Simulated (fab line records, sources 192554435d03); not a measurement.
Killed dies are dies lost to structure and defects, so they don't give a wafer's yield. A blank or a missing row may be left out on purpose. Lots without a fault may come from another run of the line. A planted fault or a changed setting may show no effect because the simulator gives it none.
Chamber matching | flow n5_finfet | N5_FIN_SAQP_HM_DEP_72 on pecvd-04: 3 sister chambers
The step deposits SiO2 from SiH4/N2O, target thk 12 nm, time 7.2 s. 16 wafers are shown with their chamber, then 8 later ones without.

WAFERS WITH THEIR CHAMBER
wafer  | chamber | showerhead_plenum_p_Torr (Torr) | heater_power_w (W)
L074.2 | 2       | 7.96                            | 905
L074.4 | 2       | 7.95                            | 924
L074.5 | 1       | 8.25                            | 804
L080.2 | 2       | 7.98                            | 776
L080.3 | 1       | 8.26                            | 761
L080.6 | 1       | 8.28                            | 750
L083.1 | 0       | 8.26                            | 841
L083.3 | 2       | 7.96                            | 855
L083.6 | 0       | 8.25                            | 839
L087.2 | 0       | 8.27                            | 837
L087.5 | 1       | 8.27                            | 721
L087.6 | 2       | 7.98                            | 862
L088.1 | 1       | 8.28                            | 720
L088.2 | 2       | 7.98                            | 906
L088.6 | 2       | 7.99                            | 936
L089.1 | 1       | 8.27                            | 683

SIGNATURES (means of the wafers above)
reading                  | chamber 0 | chamber 1 | chamber 2 | scatter within a chamber
showerhead_plenum_p_Torr | 8.2600    | 8.2683    | 7.9714    | 0.0129
heater_power_w           | 839.00    | 739.83    | 880.57    | 45.4
Rule: a wafer's distance from a chamber is the root of the sum, over the readings, of the square of ((its reading less the chamber's mean) divided by the reading's scatter). The wafer belongs to the nearest chamber; if the next one is less than 2 further off, it can't be placed. The scatter: the root of (the sum of the squares of (reading less its chamber's mean) over the shown wafers, divided by (wafers less chambers)).

WAFERS WITHOUT THEIR CHAMBER
wafer  | showerhead_plenum_p_Torr (Torr) | heater_power_w (W)
L089.3 | 8.25                            | 853
L089.5 | 8.27                            | 912
L090.3 | 8.29                            | 737
L090.4 | 8.26                            | 844
L090.6 | 7.96                            | 883
L095.2 | 7.97                            | 881
L095.3 | 8.26                            | 836
L095.5 | 7.98                            | 921

WHICH CHAMBER EACH WENT THROUGH
wafer  | from the rows above     | in truth
L089.3 | 0                       | 0
L089.5 | 0                       | 0
L090.3 | can't be placed: 1 or 0 | 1
L090.4 | 0                       | 0
L090.6 | 2                       | 2
L095.2 | 2                       | 2
L095.3 | 0                       | 0
L095.5 | 2                       | 2
Placed correctly: 7 of 8. Can't be placed from these rows: 1 (the true chamber is among the candidates in 1). Placed wrongly: 0.
